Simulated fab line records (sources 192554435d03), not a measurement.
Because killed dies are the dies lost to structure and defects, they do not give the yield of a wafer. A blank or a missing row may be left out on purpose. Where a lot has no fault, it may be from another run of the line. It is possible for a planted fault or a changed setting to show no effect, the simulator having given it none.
Problem report, 8D (eight disciplines) form, completed by code -- flow n5_finfet -- the parts of the form that need people (team, actions taken, sign-off) are left out

1. WHAT WENT WRONG
At N5_PASSIVATION_PROBE_49, killed_at_front_end averages 179 over 6 wafers from 2 lots, while fault-free wafers read 40, standard deviation 11. That is +13 standard deviations from the usual mean.
First observed at day 17 05:21: wafer L708.3, on prober-01. The record has a number at this step for 12 wafers belonging to 4 lots. Rule for "out", or "out of limits": more than 4 standard deviations from the usual mean. All remaining wafers that have a number are taken as sound.

2. WHAT IT IS, AND WHAT IT ISN'T
question,is,is not
which readings at this step,"killed_at_front_end, killed_dies","killed_at_M0_to_M3, killed_at_contacts, killed_at_other, killed_short"
which lots,"L708, L712","L715, L718"
which wafers of those lots,all that have a number,-
read on which tools,prober-01,prober-02
when,from day 17 05:21,"up to then (0 sound wafers); but 6 sound wafers of L715, L718 came after"

3. SUSPECTS, AND WHAT RULES EACH OUT
Counting: a tool at a process step up to the reading stays a suspect if it ran every lot that is out and no sound lot after the first of them.
- wet_bench-01 at N5_DUMMY_REMOVAL_PRECLEAN_04 (cleans in DHF, time 37 s): kept. It ran every lot that is out, first L708 (day 7 05:40), and no sound lot after that.
- prober-01 at N5_PASSIVATION_PROBE_49: kept. It ran every lot that is out, first L708 (day 17 05:21), and no sound lot after that. Its own readings are out on those wafers: killed_at_front_end, killed_dies.
The count leaves prober-01 at N5_PASSIVATION_PROBE_49 and wet_bench-01 at N5_DUMMY_REMOVAL_PRECLEAN_04.

4. THE CAUSE (what the simulator had put in)
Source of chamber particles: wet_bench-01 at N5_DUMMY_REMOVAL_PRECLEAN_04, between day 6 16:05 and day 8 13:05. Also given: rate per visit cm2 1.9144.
Of the 2 suspects that counting leaves, this tool is one.

5. SEQUENCE OF EFFECTS, ordered by route
Each row: a reading whose mean over the struck wafers that have a number lies more than 3 standard deviations from the usual. Only readings whose record carries a usual standard deviation are examined. hours: median over the lots of the time between each lot's start at the first step of this table that gives one and its start at this step. sigmas: the change, counted in usual standard deviations.
hours,step,reading,usual,on struck wafers,change,sigmas
0,N5_PASSIVATION_PROBE_49,killed_at_front_end,40,179,+139,+13
0,N5_PASSIVATION_PROBE_49,killed_dies,105,238,+133,+8.3
The process steps in it:
- N5_PASSIVATION_PROBE_49

6. HOW IT WOULD HAVE BEEN CAUGHT EARLIER
In this record no reading fell out of limits until day 17 05:21, 253 hours after the fault had begun at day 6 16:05.
All the lots that are out (2) had begun N5_DUMMY_REMOVAL_PRECLEAN_04 on wet_bench-01 by day 17 05:21. Had the tool been put on hold then, not one of them would have been saved.
